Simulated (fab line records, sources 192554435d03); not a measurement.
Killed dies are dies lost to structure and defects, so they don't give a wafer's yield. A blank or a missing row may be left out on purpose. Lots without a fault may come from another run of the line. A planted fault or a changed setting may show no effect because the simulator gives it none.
Problem report in the 8D (eight disciplines) form, filled by code | flow n5_finfet | the parts of the form that need people (team, actions taken, sign-off) are left out

1. THE PROBLEM
plate_temp_C at N5_BEOL_M2_COAT_61 reads a mean of 258.22 C on 6 wafers of 2 lots; wafers without a fault read 249.99 C with a standard deviation of 0.19. That is +43 standard deviations from the usual mean.
The step: time 60 s, resist thk 60 nm.
First seen on wafer L436.1, day 8 13:41, on litho_track-03. The record holds 30 wafers of 10 lots with a number at this step. Rule for "out", or "out of limits": more than 4 standard deviations from the usual mean. The other wafers with a number count as sound.

2. WHAT IT IS AND WHAT IT IS NOT
question                    | is                                 | is not
which readings at this step | plate_temp_C, heater_power_total_W | dispense_pressure_kPa
which lots                  | L436, L438                         | L427, L428, L430, L443, L444, L447, L448, L450
which wafers of those lots  | all that have a number             | -
read on which tools         | litho_track-03                     | litho_track-01, litho_track-05
when                        | from day 8 13:41                   | up to then (9 sound wafers); but 15 sound wafers of L443, L444, L447, L448, L450 came after

3. SUSPECTS, AND WHAT RULES EACH OUT
Counting: a tool at a process step up to the reading stays a suspect if it ran every lot that is out and no sound lot after the first of them.
- litho_track-03 at N5_BEOL_M2_COAT_61 (time 60 s, resist thk 60 nm): kept. It ran every lot that is out, first L436 (day 8 13:41), and no sound lot after that; its last sound lot up to then is L430 (day 7 04:01). Its own readings are out on those wafers: heater_power_total_W, plate_temp_C.
Left after counting: litho_track-03 at N5_BEOL_M2_COAT_61.

4. THE CAUSE (what the simulator had put in)
Process parameter drift: litho_track-03, from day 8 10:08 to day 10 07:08, at N5_BEOL_M2_COAT_61. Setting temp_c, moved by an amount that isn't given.
Counting left only this tool.

5. THE CHAIN OF EFFECTS, in route order
Each row: a reading whose mean over the struck wafers that have a number lies more than 3 standard deviations from the usual. Only readings for which the record gives a usual standard deviation are gone through. hours: the time from each lot's start at the first step in this table that gives one to its start at this step, as a median over the lots. sigmas: the change in usual standard deviations.
hours | step               | reading              | usual    | on struck wafers | change | sigmas
0     | N5_BEOL_M2_COAT_61 | heater_power_total_W | 500.9 W  | 521.4            | +20.5  | +11
0     | N5_BEOL_M2_COAT_61 | plate_temp_C         | 249.99 C | 258.22           | +8.23  | +43
The process steps in it:
- N5_BEOL_M2_COAT_61: time 60 s, resist thk 60 nm.
Later measuring or inspecting steps at which every struck wafer that the step has a row for has a number for every such reading, and none has moved that far: N5_BEOL_M2_CD_MEAS_11, N5_BEOL_M4_RC_MEAS_101.

6. WHAT WOULD HAVE CAUGHT IT SOONER
In this record the first reading out of limits was taken at day 8 13:41, 4 hours after the fault began at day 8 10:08.
